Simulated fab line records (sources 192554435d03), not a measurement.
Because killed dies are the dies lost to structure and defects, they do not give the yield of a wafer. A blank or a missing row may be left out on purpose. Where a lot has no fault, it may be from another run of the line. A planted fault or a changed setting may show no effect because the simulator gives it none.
fab line records ; flow n5_finfet
[record] lots = 6; wafers = 18; last_day = 17
route steps=1938 shown SD_EPI_P@319 SD_ACTIVATION@330 PASSIVATION@1936
lots with no fault: from the same line, run without faults
start_h: hours from the record's first day to the start of the lot's first wafer shown ; wait_h: hours from the lot's prior step to this one ; " the same as in the row above ; L1.1+2: one row covering several wafers at once ; - no value, or no start given ; * or withheld: withheld ; < > ~ a bound
route shown NAME@n: a module of which the file shows steps, and the number in the route of the first ; usual: average and standard deviation across the fault-free wafers ; same: alike in all rows ; chamber/n: place in a boat ; sites: each site's reading ; _std_site: how widely they spread, as a standard deviation ; _edge_site: the outer-site mean with the inner-site mean subtracted ; radius_mm: how far each site lies from the wafer's centre ; mask NAME#n: copy n ; behind: the tool/chamber that last shaped the wafer ; hold: why the lot was held/for how many hours/how that ended ; device: the transistor (n, p or np) that didn't switch ; end of line: at the end of the route, the tests of the same wafers ; where a step has no rows: the recipe by itself ; killed: the dies lost at the first sort to structure and to defects; this is not the yield of the wafer ; map: per-die view of a wafer (x killed, . not killed, _ where there is no die)
set.NAME: the setting that was run; set.NAME@STEP: the one run at that earlier step ; model.NAME: the simulator's own value behind a step, which no gauge read
a table for each step, a row for each wafer; lots at some steps of the route
services: a tool's chamber out of use, with start hour (start_h, from the record's first day; less than 0 if before it), hours out, and reason
[[steps]]
[step N5_SD_EPI_P_PRECLEAN_51]
[recipe] chemistry = NF3:NH3; afs_cycles = 1; temp_c = 30; time_s = 20; sublimation_temp_c = 180; sublimation_time_s = 60; pressure_torr = 3; rf_power_w = 30
[step N5_SD_EPI_P_VAPOR_ETCH_44]
[recipe] chemistry = NF3/Ar; target = SiGe30; temp_c = 25; time_s = 3.3; mode = isotropic
[step N5_SD_EPI_P_EPI_21]
[recipe] material = SiGe:B; dopant = B; temp_c = 550; pressure_torr = 20; ambient = H2; time_s = 355
[step N5_SD_EPI_P_EPI_MEAS_23]
[recipe] mode = xrd
[usual] thk_nm = 60.7/1.2
lot.wafer;tool;chamber;start_h;wait_h;thk_nm
L501.2;film_metro-02;-;96.31;2.0;61.8
L501.4;film_metro-02;-;96.31;2.0;62.2
L501.6;film_metro-02;-;96.31;2.0;60.5
L503.2;film_metro-02;-;105.51;2.0;59.2
L503.3;film_metro-02;-;105.51;2.0;62.3
L503.6;film_metro-02;-;105.51;2.0;59.4
L504.1;film_metro-02;-;110.10;1.8;60.0
L504.3;film_metro-02;-;110.10;1.8;60.5
L504.5;film_metro-02;-;110.10;1.8;59.1
L510.2;film_metro-02;-;152.68;1.5;62.6
L510.3;film_metro-02;-;152.68;1.5;61.9
L510.5;film_metro-02;-;152.68;1.5;60.9
L514.1;film_metro-01;-;172.94;1.8;59.8
L514.5;film_metro-01;-;172.94;1.8;61.0
L514.6;film_metro-01;-;172.94;1.8;60.2
L516.1;film_metro-02;-;184.67;1.8;59.0
L516.3;film_metro-02;-;184.67;1.8;59.1
L516.4;film_metro-02;-;184.67;1.8;57.8
[step N5_SD_EPI_P_HM_STRIP_48]
[recipe] chemistry = H3PO4; temp_c = 160; material = SiNx; target = SiNx; target_depth_a = 30; overetch_fraction = 0.3
[step N5_SD_EPI_P_SRD_49]
[recipe] dry = ipa_marangoni; time_s = 30; temp_c = 23; rinse_liquid = diw
[step N5_SD_EPI_P_PRECLEAN_24]
[recipe] chemistry = O3/DIW; time_s = 45; temp_c = 22; o3_ppm = 10
[step N5_SD_EPI_P_PRECLEAN_32]
[recipe] chemistry = dHF; time_s = 10; dilution = 500:1; temp_c = 25
[step N5_SD_EPI_P_PRECLEAN_33]
[recipe] chemistry = SC2; time_s = 45; temp_c = 35; mix = 1:1:50
[step N5_SD_EPI_P_SRD_25]
[recipe] time_s = 30; temp_c = 23; rinse_liquid = diw; dry = ipa_marangoni
[step N5_SD_EPI_P_INSPECT_26]
[recipe] inspect_instrument = darkfield; mode = post_epi
[usual] raw_defect_count = 176/31
lot.wafer;tool;chamber;start_h;wait_h;raw_defect_count
L501.2;defect_inspect-02;-;96.48;0.0;171
L501.4;defect_inspect-02;-;96.48;0.0;186
L501.6;defect_inspect-02;-;96.48;0.0;160
L503.2;defect_inspect-01;-;105.68;0.0;172
L503.3;defect_inspect-01;-;105.68;0.0;145
L503.6;defect_inspect-01;-;105.68;0.0;170
L504.1;defect_inspect-01;-;110.27;0.0;167
L504.3;defect_inspect-01;-;110.27;0.0;218
L504.5;defect_inspect-01;-;110.27;0.0;155
L510.2;defect_inspect-02;-;152.85;0.0;165
L510.3;defect_inspect-02;-;152.85;0.0;154
L510.5;defect_inspect-02;-;152.85;0.0;166
L514.1;defect_inspect-01;-;173.11;0.0;165
L514.5;defect_inspect-01;-;173.11;0.0;172
L514.6;defect_inspect-01;-;173.11;0.0;238
L516.1;defect_inspect-02;-;184.86;0.0;144
L516.3;defect_inspect-02;-;184.86;0.0;158
L516.4;defect_inspect-02;-;184.86;0.0;175
[step N5_SD_ACTIVATION_RTA_00]
[recipe] temp_c = 975; time_s = 0; ambient = N2; idle_temp_c = 600; ramp_up_c_per_s = 150; ramp_down_c_per_s = 60; cool_to_c = 600
[usual] lamp_power_pct = 8.96/0.052; lamp_zone_1_pct = 8.953/0.025; lamp_zone_4_pct = 8.949/0.023; wafer_temp_C_max = 974.9/1.7
lot.wafer;tool;chamber;start_h;wait_h;lamp_power_pct;lamp_zone_1_pct;lamp_zone_4_pct;wafer_temp_C_max
L501.2;rtp_anneal-01;0;96.62;0.1;8.88;8.993;8.916;976.5
L501.4;rtp_anneal-01;0;96.62;0.1;8.85;8.967;8.959;970.1
L501.6;rtp_anneal-01;0;96.62;0.1;8.91;8.942;8.970;974.1
L503.2;rtp_anneal-02;0;105.74;0.1;8.96;8.901;8.958;974.9
L503.3;rtp_anneal-02;0;105.74;0.1;8.92;8.969;8.948;974.2
L503.6;rtp_anneal-02;0;105.74;0.1;8.95;8.947;8.952;973.7
L504.1;rtp_anneal-02;0;110.35;0.1;8.93;8.978;8.970;975.0
L504.3;rtp_anneal-02;0;110.35;0.1;9.01;8.944;8.966;974.8
L504.5;rtp_anneal-02;0;110.35;0.1;8.93;8.996;8.964;977.5
L510.2;rtp_anneal-01;0;153.10;0.2;8.98;8.955;8.966;975.1
L510.3;rtp_anneal-01;0;153.10;0.2;8.97;8.951;8.985;979.2
L510.5;rtp_anneal-01;0;153.10;0.2;8.92;8.977;8.920;976.2
L514.1;rtp_anneal-02;0;173.14;0.0;8.93;8.946;8.966;973.8
L514.5;rtp_anneal-02;0;173.14;0.0;8.97;8.922;8.945;974.5
L514.6;rtp_anneal-02;0;173.14;0.0;8.96;8.990;8.921;975.4
L516.1;rtp_anneal-01;0;184.89;0.0;8.95;8.954;8.937;974.4
L516.3;rtp_anneal-01;0;184.89;0.0;8.84;8.918;8.941;976.5
L516.4;rtp_anneal-01;0;184.89;0.0;9.00;8.946;8.986;977.3
[step N5_SD_ACTIVATION_LSA_01]
[recipe] temp_c = 1080; time_s = 0.0008; ambient = N2
[usual] wafer_temp_C_max = 1085.5/1.5
lot.wafer;tool;chamber;start_h;wait_h;wafer_temp_C_max
L501.2;laser_anneal-02;0;96.83;0.2;1085.7
L501.4;laser_anneal-02;0;96.83;0.2;1083.9
L501.6;laser_anneal-02;0;96.83;0.2;1085.9
L503.2;laser_anneal-02;0;105.95;0.2;1094.6
L503.3;laser_anneal-02;0;105.95;0.2;1094.0
L503.6;laser_anneal-02;0;105.95;0.2;1094.9
L504.1;laser_anneal-02;0;110.55;0.2;1094.2
L504.3;laser_anneal-02;0;110.55;0.2;1092.6
L504.5;laser_anneal-02;0;110.55;0.2;1094.1
L510.2;laser_anneal-01;0;153.30;0.2;1085.8
L510.3;laser_anneal-01;0;153.30;0.2;1085.8
L510.5;laser_anneal-01;0;153.30;0.2;1088.3
L514.1;laser_anneal-01;0;173.35;0.2;1085.5
L514.5;laser_anneal-01;0;173.35;0.2;1086.6
L514.6;laser_anneal-01;0;173.35;0.2;1089.7
L516.1;laser_anneal-01;0;185.09;0.2;1088.0
L516.3;laser_anneal-01;0;185.09;0.2;1087.3
L516.4;laser_anneal-01;0;185.09;0.2;1086.0
[step N5_PASSIVATION_PROBE_49]
[usual] killed_at_M0_to_M3 = 35/12; killed_at_M4_up = 13/5.8; killed_at_contacts = 12/5.5; killed_at_front_end = 36/9.9; killed_at_other = 4/3.7; killed_dies = 101/18; killed_open = 66/13; killed_short = 33/8
[same] gross_dies = 1180; killed_at_back_side = 0
lot.wafer;tool;chamber;start_h;wait_h;killed_at_M0_to_M3;killed_at_M4_up;killed_at_contacts;killed_at_front_end;killed_at_other;killed_dies;killed_open;killed_short
L501.2;prober-02;-;325.81;0.1;15;10;16;39;5;85;65;19
L501.4;prober-02;-;325.91;0.2;36;19;16;46;5;122;94;28
L501.6;prober-02;-;326.01;0.3;31;17;11;32;3;94;67;27
L503.2;prober-02;-;330.43;0.1;38;17;6;56;5;122;78;41
L503.3;prober-02;-;330.48;0.1;25;19;10;35;4;93;57;34
L503.6;prober-02;-;330.63;0.3;36;19;18;58;2;133;92;36
L504.1;prober-01;-;332.34;0.0;36;10;10;60;7;123;75;48
L504.3;prober-01;-;332.44;0.1;40;5;13;57;9;124;81;42
L504.5;prober-01;-;332.54;0.2;37;3;7;26;8;81;55;26
L510.2;prober-02;-;371.62;0.1;57;24;3;16;4;104;71;33
L510.3;prober-02;-;371.67;0.1;52;12;7;44;6;121;77;34
L510.5;prober-02;-;371.77;0.2;53;12;2;21;8;96;61;34
L514.1;prober-02;-;412.09;0.0;27;18;11;46;0;102;77;21
L514.5;prober-02;-;412.29;0.2;29;20;11;29;1;90;59;30
L514.6;prober-02;-;412.34;0.3;31;6;13;39;0;89;58;29
L516.1;prober-01;-;417.73;0.0;24;13;13;42;8;100;67;31
L516.3;prober-01;-;417.83;0.1;36;17;10;20;2;85;58;25
L516.4;prober-01;-;417.88;0.2;24;12;13;39;1;89;53;29
// killed by level:class
L501.2 MOL_CONTACT_COAG:geometric_particle:open=16 FIN_SAQP:geometric_particle:open=7 STI_FIN_REVEAL:geometric_particle:open=6 BEOL_M3:geometric_particle:open=6 BEOL_M4:geometric_particle:open=6 STARTING-WAFER:geometric_particle:open=5 DUMMY_GATE:geometric_particle:open=4 ILD0:geometric_particle:open=4
L501.4 STI_FIN_REVEAL:geometric_particle:open=16 MOL_CONTACT_COAG:geometric_particle:open=14 BEOL_M3:geometric_particle:open=10 FIN_SAQP:geometric_particle:open=7 DUMMY_GATE:geometric_particle:open=7 BEOL_M0_SAQP:geometric_particle:short=7 BEOL_M1:geometric_particle:open=7 BEOL_M0_SAQP:geometric_particle:open=6
L501.6 MOL_CONTACT_COAG:geometric_particle:open=10 BEOL_M4:geometric_particle:open=10 BEOL_M3:geometric_particle:open=9 BEOL_M0_SAQP:geometric_particle:short=8 DUMMY_GATE:geometric_particle:open=8 STI_FIN_REVEAL:geometric_particle:open=7 FIN_SAQP:geometric_particle:open=5 BEOL_M1:geometric_particle:open=4
L503.2 STI_FIN_REVEAL:geometric_particle:open=27 BEOL_M0_SAQP:geometric_particle:open=12 BEOL_M0_SAQP:geometric_particle:short=11 STI_FIN_REVEAL:geometric_particle:short=8 DUMMY_GATE:geometric_particle:open=5 MOL_CONTACT_COAG:geometric_particle:open=4 BEOL_M2:geometric_particle:open=4 BEOL_M3:geometric_particle:open=4
L503.3 MOL_CONTACT_COAG:geometric_particle:open=8 BEOL_M4:geometric_particle:open=8 FIN_SAQP:geometric_particle:short=7 DUMMY_GATE:geometric_particle:open=6 BEOL_M0_SAQP:geometric_particle:open=5 BEOL_M0_SAQP:geometric_particle:short=5 BEOL_M2:geometric_particle:open=5 FIN_SAQP:geometric_particle:open=4
L503.6 STI_FIN_REVEAL:geometric_particle:open=18 MOL_CONTACT_COAG:geometric_particle:open=14 FIN_SAQP:geometric_particle:short=13 BEOL_M2:geometric_particle:open=12 BEOL_M4:geometric_particle:open=12 FIN_SAQP:geometric_particle:open=10 BEOL_M0_SAQP:geometric_particle:short=8 BEOL_M0_SAQP:geometric_particle:open=6
L504.1 STI_FIN_REVEAL:geometric_particle:open=20 BEOL_M0_SAQP:geometric_particle:short=16 FIN_SAQP:geometric_particle:open=13 BEOL_M3:geometric_particle:open=8 FIN_SAQP:geometric_particle:short=7 MOL_CONTACT_COAG:geometric_particle:open=6 DUMMY_GATE:geometric_particle:open=4 MOL_CONTACT_COAG:geometric_particle:short=4
L504.3 STI_FIN_REVEAL:geometric_particle:open=23 BEOL_M0_SAQP:geometric_particle:open=12 MOL_CONTACT_COAG:geometric_particle:open=10 BEOL_M0_SAQP:geometric_particle:short=8 BEOL_M3:geometric_particle:open=8 STARTING-WAFER:geometric_particle:short=5 BEOL_M2:geometric_particle:open=5 FIN_SAQP:geometric_particle:short=4
L504.5 BEOL_M0_SAQP:geometric_particle:open=15 BEOL_M0_SAQP:geometric_particle:short=9 MOL_CONTACT_COAG:geometric_particle:open=7 STI_FIN_REVEAL:geometric_particle:open=6 MIM_BOT:geometric_particle:open=5 GATE_CUT:geometric_particle:short=4 BEOL_M3:geometric_particle:short=3 STARTING-WAFER:geometric_particle:open=3
L510.2 BEOL_M1:geometric_particle:open=12 BEOL_M0_SAQP:geometric_particle:short=11 BEOL_M4:geometric_particle:open=10 BEOL_M0_SAQP:geometric_particle:open=9 BEOL_M2:geometric_particle:open=9 BEOL_M3:geometric_particle:open=8 BEOL_M5:geometric_particle:open=6 GATE_CUT:geometric_particle:short=5
L510.3 BEOL_M1:geometric_particle:open=12 DUMMY_GATE:geometric_particle:open=9 BEOL_M0_SAQP:geometric_particle:open=9 HKMG_FIN:area_etch=9 BEOL_M2:geometric_particle:open=8 FIN_SAQP:geometric_particle:open=7 BEOL_M3:geometric_particle:open=6 MOL_CONTACT_COAG:geometric_particle:open=5
L510.5 BEOL_M0_SAQP:geometric_particle:short=16 BEOL_M0_SAQP:geometric_particle:open=15 BEOL_M1:geometric_particle:open=12 BEOL_M5:geometric_particle:open=7 STARTING-WAFER:geometric_particle:short=5 PASS1_CAP:geometric_particle:open=4 FIN_SAQP:geometric_particle:short=3 FIN_CUT:geometric_particle:open=3
L514.1 STI_FIN_REVEAL:geometric_particle:open=10 DUMMY_GATE:geometric_particle:open=9 FIN_SAQP:geometric_particle:open=8 BEOL_M3:geometric_particle:open=8 MOL_CONTACT_COAG:geometric_particle:open=7 BEOL_M0_SAQP:geometric_particle:open=6 BEOL_M5:geometric_particle:open=5 MOL_CONTACT_COAG:geometric_particle:short=4
L514.5 MOL_CONTACT_COAG:geometric_particle:open=11 BEOL_M3:geometric_particle:open=10 BEOL_M0_SAQP:geometric_particle:short=7 BEOL_M4:geometric_particle:open=7 FIN_SAQP:geometric_particle:open=5 GATE_CUT:geometric_particle:short=5 BEOL_M0_SAQP:geometric_particle:open=5 DUMMY_GATE:geometric_particle:short=4
L514.6 DUMMY_GATE:geometric_particle:open=13 MOL_CONTACT_COAG:geometric_particle:open=12 STI_FIN_REVEAL:geometric_particle:open=7 BEOL_M2:geometric_particle:short=7 BEOL_M0_SAQP:geometric_particle:short=6 FIN_SAQP:geometric_particle:short=5 FIN_SAQP:geometric_particle:open=4 GATE_CUT:geometric_particle:short=4
L516.1 MOL_CONTACT_COAG:geometric_particle:open=12 STI_FIN_REVEAL:geometric_particle:open=8 BEOL_M4:geometric_particle:open=8 BEOL_M2:geometric_particle:open=7 GATE_CUT:geometric_particle:open=6 DUMMY_GATE:geometric_particle:open=4 BEOL_M0_SAQP:geometric_particle:short=4 GATE_CUT:geometric_particle:short=4
L516.3 MOL_CONTACT_COAG:geometric_particle:open=10 STI_FIN_REVEAL:geometric_particle:open=8 BEOL_M0_SAQP:geometric_particle:short=6 BEOL_M1:geometric_particle:open=6 BEOL_M1:geometric_particle:short=5 BEOL_M2:geometric_particle:open=5 BEOL_M4:geometric_particle:open=5 BEOL_M0_SAQP:geometric_particle:open=4
L516.4 MOL_CONTACT_COAG:geometric_particle:open=12 BEOL_M0_SAQP:geometric_particle:short=7 HKMG_FIN:area_etch=7 BEOL_M1:geometric_particle:open=5 GATE_CUT:geometric_particle:open=5 BEOL_M4:geometric_particle:open=5 DUMMY_GATE:geometric_particle:open=4 STARTING-WAFER:geometric_particle:short=4
[[services]]
tool;chamber;start_h;hours;kind
laser_anneal-01;-;109.61;1.6;pm
laser_anneal-01;-;136.87;2.7;repair
[[key]]
[first_sign] step = N5_SD_ACTIVATION_LSA_01; reading = wafer_temp_C_max; direction = up; sigmas = 5.7; usual = *; struck = *
effect none on later readings
met_at N5_SD_ACTIVATION_LSA_01
struck_wafers L503.2,L503.3,L503.6,L504.1,L504.3,L504.5
tester_left_out L503,L504
onset_between 96.83 105.95
[fault] kind = process_parameter_drift; tool = laser_anneal-02; chamber = -; onset_h = 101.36; steps = N5_SD_ACTIVATION_LSA_01; channel = temp_c; offset = *; shape = step; end_h = 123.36; stated = *
// tester_left_out: of these lots the tester's yield and bins aren't shown, on N5 and GAA mostly nor the transistor test; their killed dies are dies lost to structure and defects alone, not to doping, threshold or leakage, so they don't give the yield
